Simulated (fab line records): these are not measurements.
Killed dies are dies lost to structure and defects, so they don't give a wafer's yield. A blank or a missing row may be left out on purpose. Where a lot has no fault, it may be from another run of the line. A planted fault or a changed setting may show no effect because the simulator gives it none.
fab line records	flow n5Finfet
[record] lots = 9	wafers = 26	lastDay = 20
route steps=1938 shown BEOL_M4@1111 BEOL_M7@1317 BEOL_M8@1333 PASSIVATION@1936
lots that met no fault: taken from a fault-free run of the same line
startH: hours from the record's opening day to when the first of the lot's shown wafers began	waitH: hours from the lot's prior step to this one	" repeats the value in the row above	L1.1+2: a single row standing in for several wafers	- value missing, or start not given	* or withheld: withheld	< > ~ a bound
route shown NAME@n: a module of which the file shows steps, and the number in the route of the first	usual: mean/standard deviation taken from wafers without a fault	same: alike in all rows	chamber/n: place in a boat	sites: the reading at each site	_std_site: standard deviation across them	_edge_site: inner sites' mean taken away from outer sites' mean	radiusMm: for every site, how far away it sits from the centre of the wafer	mask NAME#n: copy n	behind: the tool/chamber that last shaped the wafer	hold: reason for holding the lot/hours on hold/outcome of the hold	device: the transistor (n, p or np) that didn't switch	end of line: tests of these same wafers at the route's end	a step with no rows: only its recipe	killed: at the first sort, the dies lost to defects and structure; wafer yield is something else	map: the dies of a wafer, with x for killed, . for not killed, _ for no die there
set.NAME: the run value of the setting; set.NAME@STEP: its run value at that earlier step	model.NAME: the simulator's own value behind a step, which no gauge read
route steps across a sampled set of lots; one table per step, one row per wafer
services: the hour from which a tool's chamber was out of use, counted from the record's first day as startH (under 0 if before that day), plus the number of hours and why
[[steps]]
[step N5_BEOL_M4_RC_MEAS_101]
[usual] DIBL_N = 36.5/2.1	DIBL_P = 36.6/2.6	IOFF_N = 0.17/0.044	IOFF_P = 0.21/0.048	ION_N = 674/17	ION_P = 462/9.5	SS_N = 71.6/0.77	SS_P = 73.5/0.72	VT_N = 250/4.2	VT_P = -250/3.9
lot.wafer	tool	chamber	startH	waitH	DIBL_N[mV/V]	DIBL_P[mV/V]	IOFF_N[nA/um]	IOFF_P[nA/um]	ION_N[uA/um]	ION_P[uA/um]	SS_N[mV/dec]	SS_P[mV/dec]	VT_N[mV]	VT_P[mV]
L618.1	prober-01	0	222.07	0.0	41.7	40.4	0.31	0.35	707	476	73.8	74.9	241	-242
L618.3	"	0	"	"	34.2	32.3	0.13	0.19	678	467	70.7	72.7	251	-250
L618.6	"	0	"	"	40.5	40.5	0.29	0.34	703	475	72.2	74.8	241	-243
L617.1	prober-02	0	227.58	0.0	37.2	37.7	0.14	0.20	667	462	71.1	73.0	253	-253
L617.4	"	0	"	"	40.6	42.3	0.24	0.28	706	478	72.4	74.4	241	-245
L617.5	"	0	"	"	39.5	40.8	0.20	0.25	685	465	72.2	74.3	248	-247
L622.2	prober-02	0	250.70	0.2	35.6	36.7	0.16	0.20	667	461	71.5	73.4	247	-250
L622.4	"	0	"	"	36.0	35.2	0.15	0.17	651	445	72.3	73.0	253	-253
L622.5	"	0	"	"	32.7	32.9	0.11	0.16	653	454	70.0	73.2	254	-254
L623.2	prober-01	0	252.24	0.2	36.6	35.0	0.16	0.21	691	467	71.0	73.7	253	-253
L623.6	"	0	"	"	36.9	35.7	0.18	0.22	697	473	71.7	73.7	249	-250
L621.2	prober-02	0	257.03	0.2	35.0	34.2	0.13	0.15	644	440	71.1	72.1	253	-258
L621.3	"	0	"	"	42.0	43.0	0.28	0.29	704	470	73.0	74.2	241	-251
L621.4	"	0	"	"	34.9	33.9	0.13	0.16	676	457	71.1	73.0	249	-253
L624.1	prober-01	0	270.26	0.0	37.4	37.5	0.16	0.22	680	464	71.7	73.9	251	-249
L624.4	"	0	"	"	37.1	36.5	0.14	0.21	658	465	72.3	73.2	254	-248
L624.6	"	0	"	"	35.6	34.6	0.12	0.18	665	464	71.1	72.7	255	-251
L626.2	prober-02	0	300.01	0.2	37.6	39.6	0.18	0.24	667	456	72.1	74.0	250	-249
L626.4	"	0	"	"	33.3	33.2	0.12	0.15	664	453	70.7	72.2	253	-255
L626.6	"	0	"	"	38.7	41.4	0.20	0.28	664	460	72.3	74.4	247	-250
L634.4	prober-01	0	331.73	0.5	37.5	38.9	0.19	0.24	684	467	71.8	73.3	248	-251
L634.5	"	0	"	"	36.8	37.7	0.17	0.23	680	472	72.5	73.1	249	-248
L634.6	"	0	"	"	38.7	40.5	0.22	0.26	683	461	72.5	73.6	247	-246
L637.1	prober-01	0	349.42	0.0	34.9	36.2	0.12	0.17	664	459	71.3	73.3	257	-256
L637.4	"	0	"	"	37.3	38.6	0.16	0.21	671	469	71.8	74.0	252	-251
L637.6	"	0	"	"	35.3	35.4	0.13	0.16	666	453	71.5	72.8	255	-258
[step N5_BEOL_M7_CURE_75]
[recipe] tempC = 370	timeS = 120	ambient = DMADMS/He	material = SiCOH_lowk
[usual] lampPowerPct = 52.31/0.054	wafer_temp_C_max = 371.4/0.52
lot.wafer	tool	chamber	startH	waitH	lampPowerPct	wafer_temp_C_max
L618.1	uvCure-03	1	251.45	0.0	52.28	371.8
L618.3	"	1	"	"	52.28	371.1
L618.6	"	1	"	"	52.31	371.2
L617.1	uvCure-02	2	258.39	0.5	52.33	371.4
L617.4	"	2	"	"	52.18	371.6
L617.5	"	2	"	"	52.33	371.5
L623.2	uvCure-03	0	276.92	0.1	52.32	371.0
L623.6	"	0	"	"	52.21	371.0
L622.2	uvCure-03	0	277.22	0.4	52.26	371.1
L622.4	"	0	"	"	52.31	370.9
L622.5	"	0	"	"	52.35	371.3
L621.2	uvCure-03	2	289.50	0.1	52.28	371.2
L621.3	"	2	"	"	52.32	371.1
L621.4	"	2	"	"	52.26	371.0
L624.1	uvCure-02	1	296.15	0.0	52.33	371.5
L624.4	"	1	"	"	52.30	370.7
L624.6	"	1	"	"	52.32	370.6
L626.2	uvCure-02	0	330.91	0.1	52.26	372.1
L626.4	"	0	"	"	52.27	372.2
L626.6	"	0	"	"	52.24	373.1
L634.4	uvCure-03	1	362.72	0.2	52.35	371.9
L634.5	"	1	"	"	52.35	371.7
L634.6	"	1	"	"	52.24	371.4
L637.1	uvCure-02	2	377.94	0.0	52.28	372.2
L637.4	"	2	"	"	52.36	371.4
L637.6	"	2	"	"	52.36	371.2
[step N5_BEOL_M7_SPUTTER_48]
[recipe] material = Cu	targetThkA = 100	tempC = -20	biasV = 60	powerW = 26000	chamberPressurePa = 0.13	timeS = 1.667
[usual] throttleValvePct = 29.6/0.88
lot.wafer	tool	chamber	startH	waitH	throttleValvePct
L618.1	pvdSputter-02	-	253.68	1.0	28.7
L618.3	"	-	"	"	30.5
L618.6	"	-	"	"	28.8
L617.1	pvdSputter-02	-	260.98	0.1	29.7
L617.4	"	-	"	"	30.3
L617.5	"	-	"	"	30.3
L623.2	pvdSputter-01	-	279.34	0.1	30.4
L623.6	"	-	"	"	28.6
L622.2	pvdSputter-01	-	279.80	0.1	28.4
L622.4	"	-	"	"	28.8
L622.5	"	-	"	"	28.7
L621.2	pvdSputter-01	-	291.89	0.1	28.9
L621.3	"	-	"	"	28.5
L621.4	"	-	"	"	30.5
L624.1	pvdSputter-02	-	298.94	1.6	29.7
L624.4	"	-	"	"	30.3
L624.6	"	-	"	"	30.5
L626.2	pvdSputter-01	-	332.35	0.1	30.8
L626.4	"	-	"	"	28.5
L626.6	"	-	"	"	30.6
L634.4	pvdSputter-03	-	363.95	0.1	31.1
L634.5	"	-	"	"	29.7
L634.6	"	-	"	"	29.3
L637.1	pvdSputter-03	-	383.75	0.7	31.2
L637.4	"	-	"	"	29.8
L637.6	"	-	"	"	31.2
[step N5_BEOL_M7_CMP_52]
[recipe] stopOn = SiCOH_lowk	tOverpolishS = 6.9	downForcePsi = 1	platenRpm = 50	clearingPlatenDownForcePsi = 1.5	clearingPlatenRpm = 50	postCmpClean = cuAlkaline	targetThkNm = 80	clearingPlatenPadVelocityMS = 0.99484	padVelocityMS = 0.99484
[usual] barrierFieldEndpointS = 29.0/0.86	motorCurrentA = 6.3/0.69	overpolishRunS = 6.899/0.0095	timeToEndpointS = 63/3.7
lot.wafer	tool	chamber	startH	waitH	barrierFieldEndpointS	motorCurrentA	overpolishRunS	timeToEndpointS
L618.1	cmp-04	1	254.19	0.3	29.0	6.7	6.910	63
L618.3	"	3	"	"	30.1	6.9	6.905	67
L618.6	"	2	"	"	28.6	5.4	6.903	62
L617.1	cmp-04	0	261.57	0.3	29.5	5.9	6.899	64
L617.4	"	1	"	"	29.3	6.8	6.881	65
L617.5	"	2	"	"	29.9	5.5	6.912	65
L623.2	cmp-02	1	280.06	0.4	29.4	6.2	6.890	64
L623.6	"	3	"	"	28.5	6.1	6.910	57
L622.2	cmp-02	3	280.31	0.2	27.5	6.1	6.878	53
L622.4	"	2	"	"	28.3	5.0	6.916	61
L622.5	"	0	"	"	29.1	7.7	6.879	61
L621.3	cmp-03	2	292.43	0.2	28.3	6.3	6.906	59
L621.4	"	3	"	"	29.0	6.2	6.911	64
L621.2	"	1	"	"	28.3	6.2	6.893	63
L624.1	cmp-02	2	299.53	0.3	28.6	5.0	6.905	63
L624.4	"	0	"	"	29.9	7.6	6.912	58
L624.6	"	1	"	"	46.8	6.3	0.054	82
L626.2	cmp-02	2	333.10	0.2	28.9	5.4	6.909	60
L626.4	"	1	"	"	46.8	6.0	0.037	80
L626.6	"	2	"	"	28.7	5.3	6.912	60
L634.4	cmp-04	1	365.30	0.2	28.8	6.8	6.895	63
L634.6	"	0	"	"	28.4	6.1	6.895	63
L634.5	"	1	"	"	29.1	7.0	6.900	63
L637.1	cmp-03	1	384.26	0.3	29.3	6.0	6.891	63
L637.4	"	2	"	"	28.1	6.4	6.905	57
L637.6	"	1	"	"	29.6	6.1	6.899	65
[step N5_BEOL_M7_THK_MEAS_53]
[recipe] thkMeasGauge = xrf	reads = Cu_of_BEOL_M7_ECD_50
[usual] M7_THK = 78.8/2.6
lot.wafer	tool	chamber	startH	waitH	M7_THK[nm]
L618.1	filmMetro-01	-	254.48	-	82.9
L618.3	"	-	"	"	77.2
L618.6	"	-	"	"	80.8
L617.1	filmMetro-02	-	261.79	-	76.9
L617.4	"	-	"	"	78.1
L617.5	"	-	"	"	80.5
L623.2	filmMetro-02	-	280.24	-	83.7
L623.6	"	-	"	"	73.2
L622.2	filmMetro-02	-	280.61	-	74.1
L622.4	"	-	"	"	74.8
L622.5	"	-	"	"	76.9
L621.2	filmMetro-02	-	292.72	-	76.5
L621.3	"	-	"	"	77.8
L621.4	"	-	"	"	81.2
L624.1	filmMetro-02	-	299.79	-	77.8
L624.4	"	-	"	"	76.0
L624.6	"	-	"	"	201.6
L626.2	filmMetro-02	-	333.39	-	75.6
L626.4	"	-	"	"	185.1
L626.6	"	-	"	"	76.7
L634.4	filmMetro-01	-	365.56	-	80.0
L634.5	"	-	"	"	80.6
L634.6	"	-	"	"	79.8
L637.1	filmMetro-01	-	384.55	-	80.6
L637.4	"	-	"	"	75.0
L637.6	"	-	"	"	80.8
[step N5_BEOL_M7_INSPECT_58]
[recipe] inspectInstrument = darkfield	mode = postDep
[usual] rawDefectCount = 70/23
lot.wafer	tool	chamber	startH	waitH	rawDefectCount
L618.1	defectInspect-01	-	254.64	0.0	89
L618.3	"	-	"	"	105
L618.6	"	-	"	"	32
L617.1	defectInspect-02	-	261.95	0.0	63
L617.4	"	-	"	"	63
L617.5	"	-	"	"	78
L623.2	defectInspect-01	-	280.40	0.0	55
L623.6	"	-	"	"	45
L622.2	defectInspect-01	-	280.76	0.0	61
L622.4	"	-	"	"	58
L622.5	"	-	"	"	80
L621.2	defectInspect-01	-	292.88	0.0	87
L621.3	"	-	"	"	41
L621.4	"	-	"	"	64
L624.1	defectInspect-01	-	299.94	0.0	44
L624.4	"	-	"	"	88
L624.6	"	-	"	"	1180
L626.2	defectInspect-02	-	333.60	0.0	92
L626.4	"	-	"	"	1216
L626.6	"	-	"	"	77
L634.4	defectInspect-02	-	365.72	0.0	76
L634.5	"	-	"	"	120
L634.6	"	-	"	"	57
L637.1	defectInspect-01	-	384.71	0.0	68
L637.4	"	-	"	"	48
L637.6	"	-	"	"	43
[step N5_BEOL_M8_CURE_74]
[recipe] tempC = 385	timeS = 240	ambient = He/Ar	material = SiCOH_lowk
[usual] lampPowerPct = 52.31/0.056	wafer_temp_C_max = 386.6/0.62
lot.wafer	tool	chamber	startH	waitH	lampPowerPct	wafer_temp_C_max
L618.1	uvCure-01	0	254.74	0.0	52.19	388.2
L618.3	"	0	"	"	52.31	387.3
L618.6	"	0	"	"	52.26	388.1
L617.1	uvCure-02	1	262.05	0.0	52.28	386.6
L617.4	"	1	"	"	52.31	386.7
L617.5	"	1	"	"	52.18	386.7
L623.2	uvCure-02	1	280.58	0.1	52.27	386.7
L623.6	"	1	"	"	52.36	386.2
L622.2	uvCure-01	2	281.02	0.2	52.43	386.5
L622.4	"	2	"	"	52.39	386.1
L622.5	"	2	"	"	52.35	386.5
L621.2	uvCure-03	2	293.06	0.1	52.33	386.1
L621.3	"	2	"	"	52.44	385.9
L621.4	"	2	"	"	52.27	385.7
L624.1	uvCure-03	1	300.07	0.1	52.35	386.3
L624.4	"	1	"	"	52.30	386.6
L626.2	uvCure-03	1	333.85	0.2	52.32	387.5
L626.6	"	1	"	"	52.39	386.5
L634.4	uvCure-03	2	366.06	0.3	52.39	386.5
L634.5	"	2	"	"	52.31	386.1
L634.6	"	2	"	"	52.36	386.6
L637.1	uvCure-03	1	384.81	0.0	52.24	386.7
L637.4	"	1	"	"	52.25	386.7
L637.6	"	1	"	"	52.34	386.5
[step N5_PASSIVATION_PROBE_49]
[usual] defectLimitedYield = 91.2/1.5	killed_at_M0_to_M3 = 36/10	killed_at_M4_up = 14/5.2	killedAtContacts = 12/6	killedAtFrontEnd = 37/10	killedAtOther = 4/3.3	killedDies = 104/18	killedOnRim = 14/4.1	killedOpen = 68/14	killedShort = 34/7.4	sort_bin_4_leakage = 0.01/0.04	sort_bin_5_function = 5.2/1	sort_bin_6_memory = 3.3/0.7	sort_bin_8_speed = 0.01/0.045	sortNPass = 1076/18	sortYieldPct = 91.2/1.5
[same] grossDies = 1180	killedAtBackSide = 0
lot.wafer	tool	chamber	startH	waitH	defectLimitedYield[%]	killed_at_M0_to_M3	killed_at_M4_up	killedAtContacts	killedAtFrontEnd	killedAtOther	killedDies	killedOnRim	killedOpen	killedShort	sort_bin_4_leakage[%]	sort_bin_5_function[%]	sort_bin_6_memory[%]	sort_bin_8_speed[%]	sortNPass	sortYieldPct[%]
L618.1	prober-02	-	331.91	0.0	91.5	22	15	8	50	5	100	16	70	30	0.25	5.4	3.0	0	1077	91.3
L618.3	prober-02	-	332.01	0.1	89.9	38	22	24	33	2	119	15	87	31	0	5.4	4.4	0	1061	89.9
L618.6	prober-02	-	332.16	0.3	90.8	32	10	13	46	7	108	10	66	38	0.08	5.0	3.8	0	1071	90.8
L617.1	prober-01	-	337.20	0.0	92.5	33	11	6	38	0	88	11	46	42	0	4.5	2.4	0	1092	92.5
L617.4	prober-01	-	337.35	0.2	92.0	36	19	2	35	2	94	15	60	30	0	4.2	3.6	0	1086	92.0
L617.5	prober-01	-	337.40	0.2	91.9	37	22	6	30	1	96	9	58	36	0	4.7	3.0	0	1084	91.9
L623.2	prober-02	-	347.36	0.1	90.6	37	15	11	45	3	111	17	79	29	0	5.8	3.3	0	1069	90.6
L623.6	prober-02	-	347.56	0.3	91.7	30	16	10	38	4	98	13	64	30	0	5.3	2.8	0	1082	91.7
L622.2	prober-02	-	348.20	0.1	89.7	46	19	22	26	8	121	17	85	35	0	6.6	3.1	0	1059	89.7
L622.4	prober-02	-	348.30	0.2	87.6	44	27	12	57	6	146	17	102	42	0	7.6	4.5	0	1034	87.6
L622.5	prober-02	-	348.35	0.2	87.6	63	26	14	36	7	146	19	95	48	0	7.9	4.0	0	1034	87.6
L624.1	prober-01	-	375.60	0.0	91.9	28	16	9	40	3	96	14	62	34	0	5.0	2.8	0	1084	91.9
L624.4	prober-01	-	375.75	0.2	93.1	24	16	7	34	1	82	7	50	31	0	3.6	3.1	0	1098	93.1
L624.6	prober-01	-	375.85	0.3	0	40	1087	8	44	1	1180	152	63	40	0	5.5	2.9	0	0	0
L621.2	prober-01	-	378.03	0.1	91.7	28	11	13	42	4	98	14	64	32	0	4.7	3.0	0.34	1078	91.4
L621.3	prober-01	-	378.08	0.1	89.9	39	25	12	39	4	119	15	88	30	0.17	6.0	3.7	0	1059	89.7
L621.4	prober-01	-	378.13	0.2	92.2	24	18	8	37	5	92	17	59	32	0	4.7	3.0	0	1088	92.2
L626.2	prober-02	-	419.64	0.1	92.2	24	12	25	29	2	92	12	55	36	0	3.5	4.0	0	1088	92.2
L626.4	prober-02	-	419.74	0.2	0	30	1094	9	43	4	1180	152	60	47	0	5.2	3.7	0	0	0
L626.6	prober-02	-	419.84	0.3	91.3	35	21	17	28	2	103	13	75	28	0	5.2	3.4	0	1077	91.3
L634.4	prober-02	-	460.19	0.2	93.1	42	10	7	22	0	81	8	54	26	0	4.4	2.1	0	1099	93.1
L634.5	prober-02	-	460.24	0.2	92.7	42	10	6	27	1	86	6	55	30	0	4.4	2.6	0	1094	92.7
L634.6	prober-02	-	460.29	0.3	91.3	54	9	16	23	1	103	17	72	30	0	4.3	4.3	0	1077	91.3
L637.1	prober-01	-	478.20	0.0	91.8	42	11	3	34	7	97	16	57	39	0	4.7	3.2	0	1083	91.8
L637.4	prober-01	-	478.35	0.2	90.2	32	16	13	49	6	116	20	72	43	0	5.9	3.4	0	1064	90.2
L637.6	prober-01	-	478.45	0.3	91.9	41	11	5	36	2	95	18	68	25	0	5.5	2.4	0	1085	91.9
// killed by level:class
L618.1 FIN_SAQP:geometricParticle:open=14 STI_FIN_REVEAL:geometricParticle:open=11 MOL_CONTACT_COAG:geometricParticle:open=7 BEOL_M0_SAQP:geometricParticle:open=7 BEOL_M4:geometricParticle:open=6 FIN_SAQP:geometricParticle:short=5 ILD0:geometricParticle:short=4 BEOL_M0_SAQP:geometricParticle:short=4
L618.3 MOL_CONTACT_COAG:geometricParticle:open=17 BEOL_M0_SAQP:geometricParticle:open=13 FIN_SAQP:geometricParticle:open=11 MOL_CONTACT_COAG:geometricParticle:short=7 BEOL_M2:geometricParticle:open=7 BEOL_M0_SAQP:geometricParticle:short=6 BEOL_M4:geometricParticle:open=6 BEOL_M7:geometricParticle:open=6
L618.6 FIN_SAQP:geometricParticle:open=12 BEOL_M0_SAQP:geometricParticle:short=11 MOL_CONTACT_COAG:geometricParticle:open=10 BEOL_M0_SAQP:geometricParticle:open=9 STARTING-WAFER:geometricParticle:open=6 BEOL_M2:geometricParticle:open=6 FIN_SAQP:geometricParticle:short=5 STI_FIN_REVEAL:geometricParticle:open=4
L617.1 STI_FIN_REVEAL:geometricParticle:open=10 BEOL_M3:geometricParticle:short=8 BEOL_M0_SAQP:geometricParticle:short=7 FIN_SAQP:geometricParticle:short=6 BEOL_M4:geometricParticle:open=6 MOL_CONTACT_COAG:geometricParticle:open=6 BEOL_M3:geometricParticle:open=5 BEOL_M2:geometricParticle:short=4
L617.4 BEOL_M4:geometricParticle:open=10 BEOL_M0_SAQP:geometricParticle:open=7 BEOL_M3:geometricParticle:open=7 BEOL_M1:geometricParticle:open=7 FIN_SAQP:geometricParticle:short=6 BEOL_M0_SAQP:geometricParticle:short=5 BEOL_M2:geometricParticle:open=5 STARTING-WAFER:geometricParticle:short=5
L617.5 BEOL_M4:geometricParticle:open=9 FIN_SAQP:geometricParticle:open=8 BEOL_M1:geometricParticle:open=8 FIN_SAQP:geometricParticle:short=7 BEOL_M2:geometricParticle:open=7 BEOL_M3:geometricParticle:short=6 STI_FIN_REVEAL:geometricParticle:open=5 MOL_CONTACT_COAG:geometricParticle:open=5
L623.2 STI_FIN_REVEAL:geometricParticle:open=16 BEOL_M3:geometricParticle:open=12 MOL_CONTACT_COAG:geometricParticle:open=10 FIN_SAQP:geometricParticle:short=7 BEOL_M2:geometricParticle:open=7 GATE_CUT:geometricParticle:short=5 BEOL_M1:geometricParticle:open=5 FIN_SAQP:geometricParticle:open=4
L623.6 FIN_SAQP:geometricParticle:open=10 STI_FIN_REVEAL:geometricParticle:open=7 MOL_CONTACT_COAG:geometricParticle:open=7 BEOL_M0_SAQP:geometricParticle:open=6 BEOL_M2:geometricParticle:open=6 BEOL_M3:geometricParticle:open=5 BEOL_M0_SAQP:geometricParticle:short=4 BEOL_M1:geometricParticle:open=4
L622.2 MOL_CONTACT_COAG:geometricParticle:open=17 BEOL_M3:geometricParticle:open=15 BEOL_M0_SAQP:geometricParticle:open=10 BEOL_M0_SAQP:geometricParticle:short=8 BEOL_M4:geometricParticle:open=7 MOL_CONTACT_COAG:geometricParticle:short=5 BEOL_M1:geometricParticle:open=5 FIN_SAQP:geometricParticle:open=4
L622.4 STI_FIN_REVEAL:geometricParticle:open=24 BEOL_M4:geometricParticle:open=14 BEOL_M3:geometricParticle:open=11 MOL_CONTACT_COAG:geometricParticle:open=8 BEOL_M2:geometricParticle:open=8 BEOL_M0_SAQP:geometricParticle:short=7 STARTING-WAFER:geometricParticle:open=7 ILD0:geometricParticle:open=5
L622.5 BEOL_M3:geometricParticle:open=15 BEOL_M2:geometricParticle:open=15 BEOL_M4:geometricParticle:open=13 MOL_CONTACT_COAG:geometricParticle:open=11 BEOL_M0_SAQP:geometricParticle:short=9 BEOL_M0_SAQP:geometricParticle:open=6 STARTING-WAFER:geometricParticle:open=6 BEOL_M3:geometricParticle:short=5
L624.1 FIN_SAQP:geometricParticle:short=12 FIN_SAQP:geometricParticle:open=9 BEOL_M0_SAQP:geometricParticle:open=8 MOL_CONTACT_COAG:geometricParticle:open=7 ILD0:geometricParticle:open=5 BEOL_M0_SAQP:geometricParticle:short=5 BEOL_M2:geometricParticle:open=5 GATE_CUT:geometricParticle:short=4
L624.4 FIN_SAQP:geometricParticle:short=15 FIN_SAQP:geometricParticle:open=8 BEOL_M0_SAQP:geometricParticle:open=7 MOL_CONTACT_COAG:geometricParticle:open=6 BEOL_M0_SAQP:geometricParticle:short=6 BEOL_M3:geometricParticle:open=6 BEOL_M4:geometricParticle:open=6 STARTING-WAFER:geometricParticle:short=3
L624.6 BEOL_M7:areaCmp=1077 FIN_SAQP:geometricParticle:short=11 BEOL_M0_SAQP:geometricParticle:open=11 BEOL_M0_SAQP:geometricParticle:short=11 BEOL_M3:geometricParticle:open=11 FIN_SAQP:geometricParticle:open=10 GATE_CUT:geometricParticle:short=7 MOL_CONTACT_COAG:geometricParticle:open=7
L621.2 FIN_SAQP:geometricParticle:short=15 BEOL_M2:geometricParticle:open=13 FIN_SAQP:geometricParticle:open=11 MOL_CONTACT_COAG:geometricParticle:open=11 STI_FIN_REVEAL:geometricParticle:open=8 BEOL_M3:geometricParticle:open=6 BEOL_M0_SAQP:geometricParticle:short=4 BEOL_M0_SAQP:geometricParticle:open=3
L621.3 BEOL_M4:geometricParticle:open=16 MOL_CONTACT_COAG:geometricParticle:open=10 BEOL_M0_SAQP:geometricParticle:open=9 BEOL_M2:geometricParticle:open=9 FIN_SAQP:geometricParticle:open=8 STI_FIN_REVEAL:geometricParticle:open=8 BEOL_M1:geometricParticle:open=7 FIN_SAQP:geometricParticle:short=6
L621.4 STI_FIN_REVEAL:geometricParticle:open=8 BEOL_M0_SAQP:geometricParticle:short=7 MOL_CONTACT_COAG:geometricParticle:open=6 BEOL_M0_SAQP:geometricParticle:open=6 BEOL_M4:geometricParticle:open=6 DUMMY_GATE:geometricParticle:open=5 GATE_CUT:geometricParticle:short=5 BEOL_M3:geometricParticle:open=4
L626.2 MOL_CONTACT_COAG:geometricParticle:open=20 FIN_SAQP:geometricParticle:short=5 MOL_CONTACT_COAG:geometricParticle:short=5 BEOL_M0_SAQP:geometricParticle:open=5 BEOL_M3:geometricParticle:short=5 DUMMY_GATE:geometricParticle:open=4 BEOL_M5:geometricParticle:short=4 BEOL_M0_SAQP:geometricParticle:short=4
L626.4 BEOL_M7:areaCmp=1073 FIN_SAQP:geometricParticle:open=13 BEOL_M0_SAQP:geometricParticle:open=9 BEOL_M0_SAQP:geometricParticle:short=9 MOL_CONTACT_COAG:geometricParticle:open=6 BEOL_M5:geometricParticle:short=6 FIN_SAQP:geometricParticle:short=5 ILD0:geometricParticle:short=5
L626.6 MOL_CONTACT_COAG:geometricParticle:open=15 BEOL_M0_SAQP:geometricParticle:open=15 DUMMY_GATE:geometricParticle:open=7 BEOL_M4:geometricParticle:open=7 BEOL_M3:geometricParticle:open=6 BEOL_M0_SAQP:geometricParticle:short=6 FIN_SAQP:geometricParticle:open=5 ILD0:geometricParticle:short=5
L634.4 BEOL_M3:geometricParticle:open=8 BEOL_M3:geometricParticle:short=7 BEOL_M1:geometricParticle:open=7 BEOL_M0_SAQP:geometricParticle:open=6 MOL_CONTACT_COAG:geometricParticle:open=6 BEOL_M2:geometricParticle:open=6 BEOL_M1:geometricParticle:short=5 FIN_SAQP:geometricParticle:open=4
L634.5 BEOL_M3:geometricParticle:open=14 BEOL_M1:geometricParticle:open=9 MOL_CONTACT_COAG:geometricParticle:open=6 BEOL_M0_SAQP:geometricParticle:short=6 FIN_SAQP:geometricParticle:open=5 GATE_CUT:geometricParticle:short=5 BEOL_M0_SAQP:geometricParticle:open=5 ILD0:geometricParticle:short=4
L634.6 MOL_CONTACT_COAG:geometricParticle:open=14 BEOL_M3:geometricParticle:open=13 BEOL_M0_SAQP:geometricParticle:open=10 BEOL_M0_SAQP:geometricParticle:short=9 BEOL_M2:geometricParticle:open=9 BEOL_M1:geometricParticle:open=5 GATE_CUT:geometricParticle:short=4 BEOL_M3:geometricParticle:short=4
L637.1 BEOL_M0_SAQP:geometricParticle:short=10 BEOL_M3:geometricParticle:open=9 BEOL_M0_SAQP:geometricParticle:open=8 STI_FIN_REVEAL:geometricParticle:open=7 FIN_SAQP:geometricParticle:short=6 FIN_SAQP:geometricParticle:open=5 BEOL_M1:geometricParticle:open=5 DUMMY_GATE:geometricParticle:open=4
L637.4 STI_FIN_REVEAL:geometricParticle:open=23 BEOL_M0_SAQP:geometricParticle:short=10 MOL_CONTACT_COAG:geometricParticle:open=8 STI_FIN_REVEAL:geometricParticle:short=6 BEOL_M1:geometricParticle:open=6 GATE_CUT:geometricParticle:open=5 MOL_CONTACT_COAG:geometricParticle:short=5 FIN_SAQP:geometricParticle:short=4
L637.6 BEOL_M3:geometricParticle:open=11 BEOL_M2:geometricParticle:open=8 BEOL_M0_SAQP:geometricParticle:open=6 FIN_SAQP:geometricParticle:open=5 STI_FIN_REVEAL:geometricParticle:open=5 DUMMY_GATE:geometricParticle:open=5 GATE_CUT:geometricParticle:open=5 MOL_CONTACT_COAG:geometricParticle:open=5
[[services]]
tool	chamber	startH	hours	kind
cmp-02	-	231.63	10.3	pm
cmp-03	-	244.00	1.0	repair
cmp-02	-	259.41	4.0	pm
cmp-02	-	289.59	4.6	pm
uvCure-03	-	316.49	1.0	pm
cmp-02	-	321.72	0.3	repair
cmp-02	-	328.59	0.6	repair
cmp-04	-	346.47	12.1	pm
cmp-03	-	358.93	2.4	repair
cmp-02	-	359.12	1.0	repair
uvCure-03	-	366.47	1.9	repair
cmp-02	-	367.04	9.2	repair
cmp-03	-	369.83	10.2	pm
cmp-03	-	381.43	2.7	repair
[[key]]
[firstSign] step = N5_BEOL_M7_CMP_52	reading = overpolishRunS	direction = down	sigmas = 99+	usual = 6.899	struck = 0.046
[effect] step = N5_BEOL_M7_CMP_52	reading = barrierFieldEndpointS	direction = up	sigmas = 21	usual = 29.0	struck = 46.8
[effect] step = N5_BEOL_M7_THK_MEAS_53	reading = M7_THK	direction = up	sigmas = 44	usual = 78.8	struck = 193.3
[effect] step = N5_BEOL_M7_INSPECT_58	reading = rawDefectCount	direction = up	sigmas = 50	usual = 70	struck = 1198
[effect] step = N5_PASSIVATION_PROBE_49	reading = killed_at_M4_up	direction = up	sigmas = 99+	usual = 14	struck = 1090
[moreKillsBornAt] N5_BEOL_M7_CMP_52@cmp-02 = 2150
metAt N5_BEOL_M7_CMP_52
struckLots L624,L626
struckWafers L624.6,L626.4
laterRowsLeftOut L624.6,L626.4
notActingAt N5_BEOL_M7_CURE_75,N5_BEOL_M7_SPUTTER_48,N5_BEOL_M8_CURE_74
onsetBetween 280.06 299.53
[fault] kind = processParameterDrift	tool = cmp-02	chamber = 1	onsetH = 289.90	steps = N5_BEOL_M7_CMP_52	channel = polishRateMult	offset = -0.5	shape = step	endH = 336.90
// laterRowsLeftOut: the simulator's readings of these wafers behind a module that went badly wrong aren't trusted and aren't shown, but for the sort
